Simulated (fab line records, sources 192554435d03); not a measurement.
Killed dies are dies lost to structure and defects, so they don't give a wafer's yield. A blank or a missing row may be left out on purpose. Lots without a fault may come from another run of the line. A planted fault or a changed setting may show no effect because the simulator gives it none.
fab line records | flow n5_finfet
record lots=10 wafers=30 last_day=19
route steps=1938 shown BEOL_M1@826 PASS1_DEP@1831 MIM_TOP_ETCH@1852 PASSIVATION@1908
lots that met no fault: from a run of the same line without faults
start_h: hours from the record's first day to the start of the lot's first wafer shown | wait_h: hours since the lot's step before | " the same as in the row above | L1.1+2: a row that stands for several wafers | - no value, or no start given | * or withheld: withheld | < > ~ a bound
route shown NAME@n: a module of which the file shows steps, and the number in the route of the first | usual: mean/standard deviation of fault-free wafers | same: alike in all rows | chamber/n: place in a boat | sites: the reading at each site | _std_site: their standard deviation | _edge_site: outer sites' mean less inner sites' | radius_mm: how far each site lies from the wafer's centre | mask NAME#n: copy n | behind: the tool/chamber that last shaped the wafer | hold: why the lot was held/for how many hours/how that ended | device: the transistor (n, p or np) that didn't switch | end of line: the same wafers' tests at the end of the route | a step without rows: its recipe alone | killed: dies lost to structure and defects at the first sort, not the wafer's yield | map: a wafer's dies, x killed, . not, _ none there
set.NAME: the setting as run; set.NAME@STEP: as run at that earlier step | model.NAME: the simulator's own value behind a step, which no gauge read
steps of the route over a sample of lots; a table a step, a row a wafer
services: from which hour (start_h, from the record's first day; less than 0 if before it) a tool's chamber was out of use, for how many hours, and why
## steps
# step N5_BEOL_M1_SPUTTER_92
# recipe material=Cu target_thk_a=45 temp_c=-20 chamber_pressure_pa=0.07 power_w=withheld time_s=8.29
# usual substrate_temp_c=-20.00/0.1 throttle_valve_pct=29.5/1
# columns lot.wafer tool chamber start_h wait_h substrate_temp_c throttle_valve_pct
L300.2 pvd_sputter-02 - 131.79 0.1 -20.08 28.5
L300.5 " - " " -20.04 28.9
L300.6 " - " " -20.08 29.6
L302.1 pvd_sputter-03 - 144.21 0.1 -19.91 30.6
L302.2 " - " " -20.05 28.9
L302.4 " - " " -20.10 27.8
L304.1 pvd_sputter-03 - 151.57 0.1 -19.91 28.9
L304.3 " - " " -20.02 28.0
L304.5 " - " " -20.00 27.9
L306.3 pvd_sputter-03 - 186.64 0.1 -19.93 30.5
L306.5 " - " " -20.16 27.9
L306.6 " - " " -19.98 29.0
L315.2 pvd_sputter-03 - 278.15 0.1 -19.97 28.1
L315.4 " - " " -20.12 29.5
L315.5 " - " " -19.83 27.9
L318.1 pvd_sputter-03 - 281.83 0.1 -19.90 29.1
L318.2 " - " " -20.12 30.6
L318.5 " - " " -19.85 29.0
L316.1 pvd_sputter-01 - 282.04 0.1 -20.09 29.0
L316.4 " - " " -20.00 28.5
L316.5 " - " " -20.01 28.8
L317.1 pvd_sputter-02 - 282.71 0.1 -19.94 28.6
L317.4 " - " " -20.20 31.4
L317.6 " - " " -20.04 30.3
L319.1 pvd_sputter-03 - 285.51 0.1 -19.86 27.9
L319.3 " - " " -20.10 30.5
L319.5 " - " " -20.00 31.1
L321.1 pvd_sputter-02 - 313.01 0.1 -20.14 29.9
L321.2 " - " " -19.98 28.8
L321.4 " - " " -20.08 30.2
# step N5_PASSIVATION_PECVD_00
# recipe material=SiO2 target_thk_a=2000 temp_c=400 precursor=SiH4/N2O pressure_torr=2.7 rf_w=608 time_s=11.2
# usual heater_power_w=689/94 showerhead_plenum_p_Torr=8.14/0.15 throttle_valve_pct=52.2/3
# columns lot.wafer tool chamber start_h wait_h heater_power_w showerhead_plenum_p_Torr throttle_valve_pct
L300.2 pecvd-01 2 299.83 0.7 737 8.04 52.0
L300.5 " 2 " " 751 8.03 51.9
L300.6 " 1 " " 502 7.95 50.5
L302.1 pecvd-04 0 326.05 0.8 628 8.51 52.3
L302.2 " 1 " " 655 8.23 57.4
L302.4 " 0 " " 509 8.48 52.3
L304.1 pecvd-03 0 332.36 0.8 659 8.23 53.5
L304.3 " 2 " " 716 8.02 46.7
L304.5 " 0 " " 679 8.22 53.3
L306.3 pecvd-03 1 353.06 0.5 765 8.02 53.0
L306.5 " 1 " " 784 8.03 53.2
L306.6 " 0 " " 712 8.19 53.2
L315.2 pecvd-01 2 401.77 0.7 871 8.02 52.8
L315.4 " 0 " " 566 8.10 54.3
L315.5 " 0 " " 595 8.08 54.3
L319.1 pecvd-01 2 421.75 0.8 849 8.04 53.1
L319.3 " 1 " " 568 7.91 45.4
L319.5 " 1 " " 574 7.93 45.9
L318.1 pecvd-03 1 421.95 0.8 800 8.01 53.3
L318.2 " 0 " " 664 8.19 53.7
L318.5 " 2 " " 757 8.02 47.0
L316.1 pecvd-04 2 422.68 0.8 745 8.26 50.5
L316.4 " 1 " " 741 8.22 57.0
L316.5 " 0 " " 549 8.46 52.5
L317.1 pecvd-04 0 422.88 0.8 556 8.51 52.4
L317.4 " 1 " " 603 8.22 57.1
L317.6 " 2 " " 670 8.29 50.3
L321.1 pecvd-01 0 446.25 0.8 700 8.09 54.4
L321.2 " 2 " " 852 8.06 53.1
L321.4 " 1 " " 575 7.94 45.7
# step N5_MIM_TOP_ETCH_STRIP_01
# recipe chemistry=O2 power_w=600 temp_c=60 pressure_mtorr=30 rf_frequency_hz=6e+07 bias_power_w=0 overash_fraction=0.5 o2_flow_sccm=225
# usual drypump_motor_current_A=5.7/0.43 oes_product_au=0.78/0.082 rf_vpp_V=3.7/1.2 showerhead_plenum_p_Torr=2.09/0.07 throttle_valve_pct=16.78/0.21
# columns lot.wafer tool chamber start_h wait_h drypump_motor_current_A oes_product_au rf_hours_counter_h rf_vpp_V showerhead_plenum_p_Torr throttle_valve_pct
L300.2 rie_diel-03 3 304.32 0.1 5.5 0.68 209 3.3 2.17 16.88
L300.5 " 0 " " 5.9 0.77 - 4.3 2.18 16.72
L300.6 " 1 " " 5.8 0.71 - 2.0 2.07 17.04
L302.1 rie_diel-05 2 328.12 0.1 6.2 0.87 45 2.8 2.04 16.64
L302.2 " 3 " " 6.4 0.74 187 5.1 2.08 16.98
L302.4 " 1 " " 5.3 0.83 - 5.1 2.13 16.48
L304.1 rie_diel-05 3 337.50 0.5 6.3 0.73 193 4.1 2.07 17.01
L304.3 " 1 " " 5.4 0.81 84 5.5 2.13 16.47
L304.5 " 3 " " 6.4 0.72 - 6.2 2.07 16.99
L306.3 rie_diel-02 3 355.37 0.2 5.9 0.70 231 3.5 1.99 16.75
L306.5 " 0 " " 4.8 0.90 - 4.3 2.14 16.66
L306.6 " 2 " " 6.1 0.81 - 2.7 2.03 16.74
L315.2 rie_diel-05 0 406.86 0.1 5.8 0.93 20 3.3 2.06 16.27
L315.4 " 1 " " 5.4 0.81 109 4.3 2.12 16.54
L315.5 " 2 " " 6.2 0.84 - 4.6 2.03 16.68
L319.1 rie_diel-05 3 424.76 0.1 6.4 0.72 222 4.1 2.06 17.07
L319.3 " 2 " " 6.2 0.84 82 4.6 2.03 16.74
L319.5 " 1 " " 5.3 0.79 - 5.3 2.11 16.53
L318.1 rie_diel-02 1 424.92 0.1 5.6 0.71 225 3.5 1.99 17.02
L318.2 " 2 " " 6.1 0.79 136 3.8 2.02 16.81
L318.5 " 1 " " 5.6 0.71 - 1.6 1.99 17.07
L316.1 rie_diel-05 1 427.64 0.2 5.4 0.80 115 5.3 2.11 16.54
L316.4 " 3 " " 6.4 0.70 223 3.3 2.06 17.07
L316.5 " 3 " " 6.3 0.70 - 2.6 2.06 17.11
L317.1 rie_diel-02 2 427.64 0.2 6.1 0.77 137 3.8 2.02 16.82
L317.4 " 1 " " 5.6 0.70 - 2.2 1.99 17.03
L317.6 " 2 " " 6.0 0.78 - 3.2 2.02 16.83
L321.1 rie_diel-03 0 451.36 0.1 5.9 0.75 166 2.7 2.17 16.77
L321.2 " 1 " " 5.8 0.68 246 4.5 2.06 17.10
L321.4 " 3 " " 5.5 0.67 247 5.5 2.15 16.94
# step N5_PASSIVATION_DESCUM_32
# recipe chemistry=O2 time_s=7.9 source_power_w=50 bias_power_w=20 pressure_mtorr=20 rf_frequency_hz=2.712e+07 temp_c=40 o2_flow_sccm=225
# usual drypump_motor_current_A=5.8/0.42 oes_product_au=0.77/0.07 rf_vpp_V=243.5/1.2 showerhead_plenum_p_Torr=2.11/0.056 throttle_valve_pct=20.47/0.19
# columns lot.wafer tool chamber start_h wait_h drypump_motor_current_A oes_product_au rf_hours_counter_h rf_vpp_V showerhead_plenum_p_Torr throttle_valve_pct
L300.2 rie_diel-04 2 310.52 0.8 5.4 0.68 247 243.5 2.15 21.03
L300.5 " 1 " " 5.3 0.76 - 243.9 2.09 20.17
L300.6 " 0 " " 6.4 0.85 - 246.6 2.21 20.35
L302.1 rie_diel-01 1 336.32 0.1 5.7 0.77 135 241.9 2.10 20.48
L302.2 " 3 " " 5.6 0.72 188 243.8 2.08 20.59
L302.4 " 0 " " 5.7 0.80 111 244.0 2.19 20.54
L304.1 rie_diel-04 3 343.44 0.2 6.5 0.71 232 244.5 2.16 20.34
L304.3 " 1 " " 5.3 0.73 153 244.2 2.08 20.19
L304.5 " 2 " " 5.4 0.96 - 244.8 2.14 20.63
L306.3 rie_diel-04 1 359.18 0.0 5.3 0.75 159 242.3 2.08 20.19
L306.5 " 0 " " 6.4 0.83 - 245.4 2.20 20.37
L306.6 " 3 " " 6.5 0.71 - 245.1 2.16 20.33
L315.2 rie_diel-01 1 411.88 0.0 5.8 0.76 161 243.6 2.09 20.49
L315.4 " 3 " " 5.6 0.71 - 242.3 2.07 20.65
L315.5 " 1 " " 5.8 0.75 - 243.5 2.09 20.51
L319.1 rie_diel-01 0 430.18 0.1 5.7 0.77 148 243.9 2.18 20.59
L319.3 " 1 " " 5.8 0.75 - 242.1 2.09 20.51
L319.5 " 1 " " 5.8 0.75 - 243.4 2.09 20.52
L318.1 rie_diel-04 3 430.57 0.0 6.5 0.95 5 243.6 2.15 19.97
L318.2 " 1 " " 5.3 0.72 184 243.3 2.07 20.23
L318.5 " 2 " " 5.4 0.88 - 245.0 2.13 20.68
L316.1 rie_diel-01 3 433.10 0.1 5.6 0.70 223 244.1 2.07 20.67
L316.4 " 3 " " 5.6 0.70 - 243.3 2.07 20.65
L316.5 " 0 " " 5.8 0.76 - 243.3 2.18 20.59
L317.1 rie_diel-01 0 433.47 0.2 5.7 0.76 151 244.7 2.18 20.60
L317.4 " 3 " " 5.6 0.69 223 245.0 2.07 20.68
L317.6 " 1 " " 5.8 0.74 - 244.3 2.09 20.55
L321.1 rie_diel-01 0 456.55 0.0 5.7 0.76 158 244.9 2.18 20.62
L321.2 " 3 " " 5.6 0.70 230 242.6 2.06 20.69
L321.4 " 1 " " 5.8 0.74 178 243.6 2.09 20.54
# step N5_PASSIVATION_PROBE_49
# usual defect_limited_yield=91.2/1.3 killed_at_M0_to_M3=34/9.2 killed_at_M4_up=14/5 killed_at_contacts=13/6.7 killed_at_front_end=39/12 killed_at_other=4/3.3 killed_dies=104/15 killed_open=68/12 killed_short=34/7.5 sort_bin_5_function=5.2/0.87 sort_bin_6_memory=3.3/0.63 sort_n_pass=1076/15 sort_yield_pct=91.2/1.3
# same gross_dies=1180 killed_at_back_side=0 sort_bin_4_leakage[%]=0 sort_bin_8_speed[%]=0
# columns lot.wafer tool chamber start_h wait_h defect_limited_yield[%] killed_at_M0_to_M3 killed_at_M4_up killed_at_contacts killed_at_front_end killed_at_other killed_dies killed_open killed_short sort_bin_5_function[%] sort_bin_6_memory[%] sort_n_pass sort_yield_pct[%]
L306.3 prober-02 - 364.87 0.1 89.2 47 27 11 42 1 128 77 51 6.4 4.2 1052 89.2
L306.5 prober-02 - 364.97 0.2 80.0 162 26 14 31 3 236 71 32 12.7 4.7 944 80.0
L306.6 prober-02 - 365.02 0.3 88.8 44 17 11 60 0 132 90 42 7.4 3.6 1048 88.8
# killed by level:class
L306.3 BEOL_M3:geometric_particle:open=20 FIN_SAQP:geometric_particle:short=8 DUMMY_GATE:geometric_particle:open=8 BEOL_M0_SAQP:geometric_particle:short=8 BEOL_M2:geometric_particle:open=8 BEOL_M5:geometric_particle:open=7 FIN_SAQP:geometric_particle:open=6 MOL_CONTACT_COAG:geometric_particle:open=6
L306.5 BEOL_M1:unspecified=132 BEOL_M4:geometric_particle:open=14 MOL_CONTACT_COAG:geometric_particle:open=11 FIN_SAQP:geometric_particle:short=9 BEOL_M0_SAQP:geometric_particle:short=7 BEOL_M3:geometric_particle:open=7 FIN_SAQP:geometric_particle:open=6 DUMMY_GATE:geometric_particle:open=5
L306.6 FIN_SAQP:geometric_particle:short=14 BEOL_M2:geometric_particle:open=14 FIN_SAQP:geometric_particle:open=13 MOL_CONTACT_COAG:geometric_particle:open=11 STI_FIN_REVEAL:geometric_particle:open=8 BEOL_M0_SAQP:geometric_particle:short=8 DUMMY_GATE:geometric_particle:open=6 BEOL_M0_SAQP:geometric_particle:open=6
## services
# columns tool chamber start_h hours kind
rie_diel-05 - 153.22 28.1 pm
rie_diel-01 0 161.28 4.4 repair
rie_diel-01 1 187.71 6.8 repair
pvd_sputter-03 - 188.94 5.9 repair
rie_diel-05 3 189.24 1.3 repair
rie_diel-05 - 207.38 2.6 repair
pvd_sputter-03 - 211.08 3.7 repair
rie_diel-05 1 213.83 14.7 repair
rie_diel-05 - 217.62 0.7 repair
rie_diel-05 3 227.96 6.0 repair
rie_diel-05 1 229.85 2.6 repair
rie_diel-01 - 234.77 2.8 pm
rie_diel-05 0 249.90 1.2 repair
rie_diel-05 2 281.14 7.1 repair
rie_diel-01 0 311.39 14.6 repair
rie_diel-05 3 315.21 3.1 repair
rie_diel-01 1 323.83 2.3 repair
rie_diel-05 - 329.22 0.3 repair
rie_diel-01 1 337.50 9.0 repair
rie_diel-01 3 376.33 6.9 repair
rie_diel-05 3 381.29 7.0 repair
rie_diel-01 2 397.61 35.8 repair
rie_diel-01 3 424.27 7.3 repair
rie_diel-05 2 431.49 8.2 repair
## key
first_sign step=N5_PASSIVATION_PROBE_49 reading=killed_at_M0_to_M3 direction=up sigmas=14 usual=34 struck=162
effect step=N5_PASSIVATION_PROBE_49 reading=defect_limited_yield direction=down sigmas=8.6 usual=91.2 struck=80.0
more_kills_born_at N5_BEOL_M1_SPUTTER_92@pvd_sputter-03=132
met_at N5_BEOL_M1_SPUTTER_92
struck_lots L306
struck_wafers L306.5
not_acting_at N5_PASSIVATION_PECVD_00,N5_MIM_TOP_ETCH_STRIP_01,N5_PASSIVATION_DESCUM_32
onset_between 151.57 186.64
fault kind=chamber_particle_source tool=pvd_sputter-03 chamber=- onset_h=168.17 steps=N5_BEOL_M1_SPUTTER_92 rate_per_visit_cm2=1.0705 end_h=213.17 scope=struck_wafers_only
